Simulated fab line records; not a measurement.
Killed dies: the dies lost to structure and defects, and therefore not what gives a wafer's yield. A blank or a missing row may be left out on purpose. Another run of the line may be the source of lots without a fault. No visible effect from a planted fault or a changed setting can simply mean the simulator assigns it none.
fab line records | flow nand-harc | part 2 of 2: steps 22 to 33 of 33
[record] lots = 5 wafers = 15 last-day = 32
route steps=1302 shown P_M2@322 P_BONDPAD@351
lots with no fault: from the same line, run without faults
start-h: the number of hours between the record's first day and the start of the first shown wafer of the lot | wait-h: hours since the lot's step before | " repeats the value in the row above | L1.1+2: one row covering several wafers at once | - value missing, or start not given | * or withheld: withheld | < > ~ a bound
route shown NAME@n: names a module that has steps shown in the file, with the first one's number in the route | usual: mean/standard deviation taken from wafers without a fault | same: alike in all rows | chamber/n: place in a boat | sites: each site's reading | _std_site: how widely they spread, as a standard deviation | _edge_site: the outer-site mean with the inner-site mean subtracted | radius-mm: for every site, how far away it sits from the centre of the wafer | mask NAME#n: copy n | behind: the tool/chamber that last shaped the wafer | hold: reason for holding the lot/hours on hold/outcome of the hold | device: the transistor (n, p or np) that didn't switch | end of line: the same wafers' tests at the end of the route | a step given without rows: its recipe and nothing more | killed: dies lost to structure and defects at the first sort, not the wafer's yield | map: dies across one wafer; x = killed, . = not, _ = none there
set.NAME: the setting as run; set.NAME@STEP: as run at that earlier step | model.NAME: the simulator's own value behind a step, which no gauge read
certain route steps with their lots: each step a table, each wafer a row
services: a tool's chamber out of use, with start hour (start-h, from the record's first day; less than 0 if before it), hours out, and reason
[[steps]]
[step NHARC_P_M2_ANNEAL_31]
[recipe] temp-c = 225 time-s = 90
[usual] anneal-temp-c-max = 226.1/0.5 wafer_temp_C_max = 225.74/0.28
[same] time-s = 90
// columns lot.wafer tool chamber start-h wait-h anneal-temp-c-max wafer_temp_C_max
L075.1 rtp-anneal-01 0 139.97 - 226.3 225.46
L075.2 " 0 " " 226.3 225.75
L075.6 " 0 " " 226.4 225.41
L076.1 rtp-anneal-01 0 155.71 - 225.7 225.55
L076.2 " 0 " " 226.4 225.63
L076.6 " 0 " " 226.4 225.17
L078.1 rtp-anneal-02 0 174.09 - 225.6 225.69
L078.5 " 0 " " 225.6 225.58
L078.6 " 0 " " 225.8 226.01
L079.2 rtp-anneal-01 0 182.58 - 226.6 225.51
L079.3 " 0 " " 226.4 225.51
L079.6 " 0 " " 226.3 225.67
L094.3 rtp-anneal-01 0 333.16 - 226.6 225.48
L094.4 " 0 " " 226.0 225.65
L094.6 " 0 " " 226.4 225.52
[step NHARC_P_M2_CMP_23]
[recipe] t-overpolish-s = 20 target-thk-nm = 144.3
[usual] motor-current-A = 12.9/1.1 slurry-filter-dp-kPa = 13.51/0.13 time-to-endpoint-s = 29/3.9
// columns lot.wafer tool chamber start-h wait-h motor-current-A slurry-filter-dp-kPa time-to-endpoint-s
L075.1 cmp-02 3 140.32 - 13.4 13.66 29
L075.2 " 2 " " 13.4 13.51 28
L075.6 " 0 " " 14.4 13.55 22
L076.2 cmp-02 3 156.06 - 12.7 13.48 29
L076.1 " 0 " " 14.3 13.31 20
L076.6 " 0 " " 14.6 13.58 21
L078.1 cmp-03 0 174.80 - 12.3 13.33 26
L078.6 " 2 " " 12.6 13.49 25
L078.5 " 3 " " 11.2 13.41 29
L079.3 cmp-03 1 182.88 - 14.4 13.54 26
L079.2 " 0 " " 12.9 13.68 28
L079.6 " 1 " " 14.1 13.64 25
L094.3 cmp-03 2 333.53 - 13.5 13.64 24
L094.4 " 3 " " 11.5 13.40 26
L094.6 " 0 " " 13.4 13.33 26
[step NHARC_P_M2_THK_MEAS_24]
[recipe] thk-meas-gauge = xrf
[usual] thk-nm = 144.3/2
// columns lot.wafer tool chamber start-h wait-h thk-nm
L075.1 film-metro-01 - 140.63 - 143.9
L075.2 " - " " 143.4
L075.6 " - " " 140.7
L076.1 film-metro-02 - 156.37 - 141.3
L076.2 " - " " 143.8
L076.6 " - " " 141.6
L078.1 film-metro-02 - 175.06 - 142.6
L078.5 " - " " 145.3
L078.6 " - " " 141.6
L079.2 film-metro-01 - 183.19 - 143.4
L079.3 " - " " 142.5
L079.6 " - " " 141.6
L094.3 film-metro-01 - 333.79 - 140.9
L094.4 " - " " 143.0
L094.6 " - " " 140.0
[step NHARC_P_M2_SRD_25]
// columns lot.wafer tool chamber start-h wait-h
L075.6+1+2 wet-bench-08 4,6,1 140.72 0.1
L076.2+1+6 wet-bench-10 4,5,7 156.41 0.0
L078.5+6+1 wet-bench-08 6,0,2 175.11 0.0
L079.3+6+2 wet-bench-08 0,2,4 183.23 0.0
L094.6+4+3 wet-bench-10 7,0,1 333.84 0.0
[step NHARC_P_M2_INSPECT_27]
[usual] raw-defect-count = 316/120
// columns lot.wafer tool chamber start-h wait-h raw-defect-count
L075.1 defect-inspect-02 - 140.86 0.1 745
L075.2 " - " " 445
L075.6 " - " " 393
L076.1 defect-inspect-02 - 156.53 0.0 319
L076.2 " - " " 397
L076.6 " - " " 243
L078.1 defect-inspect-02 - 175.24 0.0 318
L078.5 " - " " 284
L078.6 " - " " 298
L079.2 defect-inspect-01 - 183.37 0.0 292
L079.3 " - " " 317
L079.6 " - " " 333
L094.3 defect-inspect-01 - 333.95 0.0 456
L094.4 " - " " 293
L094.6 " - " " 230
[step NHARC_P_M2_PRE_CLEAN_32]
[recipe] time-s = 12 temp-c = 370 rf-power-w = 300 gas = NH3
[usual] heater-power-w = 647/83
[same] time-s = 12
// columns lot.wafer tool chamber start-h wait-h heater-power-w
L075.2 pecvd-04 2 141.22 0.4 681
L075.1 " 0 " " 713
L075.6 " 1 " " 703
L076.1 pecvd-03 1 156.61 0.1 545
L076.2 " 2 " " 679
L076.6 " 0 " " 653
L078.1 pecvd-03 2 175.49 0.2 709
L078.5 " 1 " " 527
L078.6 " 2 " " 715
L079.2 pecvd-01 2 183.46 0.1 879
L079.3 " 0 " " 650
L079.6 " 1 " " 553
L094.3 pecvd-03 1 334.04 0.1 521
L094.6 " 2 " " 680
L094.4 " 0 " " 617
[step NHARC_P_M2_DEP_33]
[recipe] target-thk-a = 300 temp-c = 370 target-thk-nm = 30 pressure-torr = 3 flow-sccm = 200 rf-w = 450 material = SiCN
[usual] heater-power-w = 587/90
// columns lot.wafer tool chamber start-h wait-h heater-power-w
L075.2 pecvd-04 2 141.32 0.1 557
L075.1 " 0 " " 719
L075.6 " 1 " " 675
L076.1 pecvd-03 1 156.72 0.1 434
L076.2 " 2 " " 626
L076.6 " 0 " " 512
L078.1 pecvd-03 2 175.63 0.1 633
L078.5 " 1 " " 479
L078.6 " 2 " " 631
L079.2 pecvd-01 2 183.56 0.1 781
L079.3 " 0 " " 526
L079.6 " 1 " " 630
L094.3 pecvd-03 1 334.18 0.1 507
L094.6 " 2 " " 596
L094.4 " 0 " " 592
[step NHARC_P_BONDPAD_DEP_00]
[recipe] target-thk-a = 2500 temp-c = 370 target-thk-nm = 250 pressure-torr = 3 flow-sccm = 200 rf-w = 450 material = SiCN
[usual] heater-power-w = 606/98
// columns lot.wafer tool chamber start-h wait-h heater-power-w
L075.2 pecvd-03 1 141.68 - 442
L075.1 " 2 " " 591
L075.6 " 1 " " 444
L076.2 pecvd-01 1 157.09 - 613
L076.1 " 0 " " 493
L076.6 " 0 " " 516
L078.1 pecvd-01 2 175.96 - 773
L078.5 " 0 " " 599
L078.6 " 1 " " 571
L079.2 pecvd-03 2 183.98 - 603
L079.3 " 0 " " 560
L079.6 " 0 " " 573
L094.3 pecvd-03 0 - - 570
L094.6 " 0 " " 578
L094.4 " 1 " " 479
[step NHARC_P_BONDPAD_CMP_32]
[recipe] target-thk-nm = 200 material = SiCN
[usual] motor-current-A = 12.6/1 slurry-filter-dp-kPa = 13.51/0.14
// columns lot.wafer tool chamber start-h wait-h motor-current-A slurry-filter-dp-kPa
L075.1 cmp-04 3 142.08 - 13.2 13.49
L075.2 " 2 " " 12.7 13.57
L075.6 " 3 " " 12.7 13.71
L076.1 cmp-01 0 157.52 - 11.5 13.79
L076.2 " 2 " " 10.7 13.55
L076.6 " 0 " " 11.7 13.44
L078.1 cmp-04 2 176.44 - 13.1 13.63
L078.6 " 3 " " 12.6 13.52
L078.5 " 0 " " 11.2 13.46
L079.3 cmp-04 1 184.34 - 12.9 13.49
L079.2 " 3 " " 12.8 13.39
L079.6 " 1 " " 13.7 13.71
L094.3 cmp-03 3 334.94 - 11.8 13.31
L094.4 " 0 " " 13.5 13.47
L094.6 " 1 " " 14.4 13.68
[step NHARC_P_BONDPAD_THK_MEAS_33]
[recipe] thk-meas-gauge = ellipsometry
[usual] thk-nm = 199.9/1.7
// columns lot.wafer tool chamber start-h wait-h thk-nm
L075.1 film-metro-02 - 142.33 0.2 201.6
L075.2 " - " " 203.2
L075.6 " - " " 200.6
L076.1 film-metro-01 - 157.74 0.2 197.9
L076.2 " - " " 199.4
L076.6 " - " " 197.1
L078.1 film-metro-02 - 176.61 0.1 202.2
L078.5 " - " " 200.5
L078.6 " - " " 200.9
L079.2 film-metro-02 - 184.59 0.2 200.7
L079.3 " - " " 198.0
L079.6 " - " " 196.9
L094.3 film-metro-01 - 335.14 0.2 201.3
L094.4 " - " " 198.5
L094.6 " - " " 198.7
[step NHARC_P_BONDPAD_SRD_34]
// columns lot.wafer tool chamber start-h wait-h
L075.2+6+1 wet-bench-08 0,1,2 142.37 0.0
L076.2+1+6 wet-bench-08 3,4,6 157.79 0.0
L078.6+5+1 wet-bench-10 7,0,1 176.67 0.0
L079.2+3+6 wet-bench-08 7,0,3 184.64 0.0
L094.4+3+6 wet-bench-08 1,2,6 335.18 0.0
[step NHARC_P_BONDPAD_DEHYDRATE_01]
[recipe] temp-c = 150 time-s = 120
[usual] exhaust-pa = 45.1/0.87 plate-temp-C = 150.00/0.15
[same] time-s = 120
// columns lot.wafer tool chamber start-h wait-h exhaust-pa plate-temp-C
L075.1 litho-track-07 0 142.45 0.1 43.5 150.15
L075.2 " 0 " " 44.6 150.02
L075.6 " 0 " " 44.8 150.02
L076.1 litho-track-02 0 157.87 0.1 45.7 150.13
L076.2 " 0 " " 45.1 150.34
L076.6 " 0 " " 44.9 150.08
L078.1 litho-track-02 0 176.74 0.1 46.9 149.86
L078.5 " 0 " " 44.6 150.04
L078.6 " 0 " " 44.4 149.87
L079.2 litho-track-07 0 184.74 0.1 45.2 150.13
L079.3 " 0 " " 47.0 149.95
L079.6 " 0 " " 46.9 149.84
L094.3 litho-track-07 0 335.27 0.1 46.2 150.04
L094.4 " 0 " " 44.6 150.02
L094.6 " 0 " " 46.4 149.92
[[services]]
// columns tool chamber start-h hours kind
wet-bench-08 - 118.40 8.0 pm
pecvd-01 - 130.00 13.0 pm
rie-diel-06 - 130.20 9.0 pm
wet-bench-10 - 135.20 8.0 pm
litho-track-01 - 155.00 7.0 pm
cmp-03 - 162.00 4.0 pm
pecvd-03 - 185.00 13.0 pm
rie-diel-06 2 201.96 13.4 repair
litho-track-04 - 203.00 7.0 pm
pvd-sputter-01 - 205.66 10.1 repair
rie-diel-02 - 216.70 9.0 pm
pvd-sputter-01 - 226.00 10.0 pm
cmp-03 - 227.73 1.3 repair
wet-bench-10 - 250.03 0.9 repair
rie-diel-06 2 253.06 3.2 repair
pecvd-03 - 261.61 1.1 repair
rie-diel-03 0 265.73 15.7 repair
rie-diel-03 2 277.80 8.3 repair
rie-diel-03 - 281.30 9.0 pm
wet-bench-08 - 294.40 8.0 pm
rie-diel-06 - 307.20 9.0 pm
wet-bench-10 - 311.20 8.0 pm
rie-diel-02 3 313.96 6.5 repair
litho-track-01 - 330.00 7.0 pm
